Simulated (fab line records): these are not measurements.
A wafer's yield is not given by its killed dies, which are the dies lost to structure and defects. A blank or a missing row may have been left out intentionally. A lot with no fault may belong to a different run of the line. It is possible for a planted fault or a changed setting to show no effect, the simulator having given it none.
Matching of chambers + flow nand harc + NHARC_A_CHANNEL_FILL_D1_ALD_14 on ald hk-03: 4 sister chambers
The step deposits SiO2, target thk 2.5 nm, pulse time 10 s, ald cycles 25. 16 wafers are shown with their chamber, then 8 later ones without.

EACH WAFER AND ITS CHAMBER
| wafer  | chamber | heater power w (W) | precursor pulse height rel |
|--------|---------|--------------------|----------------------------|
| L830.1 | 3       | 464                | 1.041                      |
| L830.5 | 1       | 422                | 0.987                      |
| L830.6 | 0       | 484                | 0.998                      |
| L832.1 | 0       | 492                | 0.957                      |
| L832.3 | 1       | 413                | 1.025                      |
| L832.4 | 3       | 469                | 0.987                      |
| L835.4 | 2       | 391                | 1.027                      |
| L835.5 | 2       | 390                | 1.002                      |
| L835.6 | 3       | 463                | 0.993                      |
| L842.2 | 0       | 491                | 1.023                      |
| L842.4 | 2       | 379                | 0.994                      |
| L842.6 | 2       | 391                | 0.955                      |
| L844.2 | 2       | 384                | 0.997                      |
| L844.5 | 1       | 422                | 1.016                      |
| L844.6 | 2       | 380                | 1.039                      |
| L846.1 | 3       | 477                | 1.011                      |

SIGNATURES (averages over the wafers above)
| reading                    | chamber 0 | chamber 1 | chamber 2 | chamber 3 | scatter within a chamber |
|----------------------------|-----------|-----------|-----------|-----------|--------------------------|
| heater power w             | 489.00    | 419.00    | 385.83    | 468.25    | 5.55                     |
| precursor pulse height rel | 0.99267   | 1.00933   | 1.00233   | 1.00800   | 0.0275                   |
Rule: distance of a wafer from a chamber = root of the sum over the readings of ((wafer's reading minus chamber's mean) / reading's scatter) squared. If the next closest chamber is less than 2 further off than the closest, the wafer can't be placed; otherwise it belongs to the closest. The scatter is the square root of a quotient: the sum, over the shown wafers, of each reading's squared deviation from its chamber's mean, divided by wafers minus chambers.

WAFERS WHOSE CHAMBER IS MISSING
| wafer  | heater power w (W) | precursor pulse height rel |
|--------|--------------------|----------------------------|
| L846.2 | 421                | 0.980                      |
| L846.5 | 496                | 0.997                      |
| L848.2 | 467                | 1.013                      |
| L848.5 | 499                | 1.002                      |
| L848.6 | 429                | 0.994                      |
| L849.1 | 381                | 0.974                      |
| L849.2 | 500                | 0.986                      |
| L849.5 | 461                | 1.017                      |

WHICH CHAMBER EACH WENT THROUGH
| wafer  | from the rows above | in truth |
|--------|---------------------|----------|
| L846.2 | 1                   | 1        |
| L846.5 | 0                   | 0        |
| L848.2 | 3                   | 3        |
| L848.5 | 0                   | 0        |
| L848.6 | 1                   | 1        |
| L849.1 | 2                   | 2        |
| L849.2 | 0                   | 0        |
| L849.5 | 3                   | 3        |
Correctly placed: 8 of 8. From these rows, 0 cannot be placed. 0 placed wrongly.
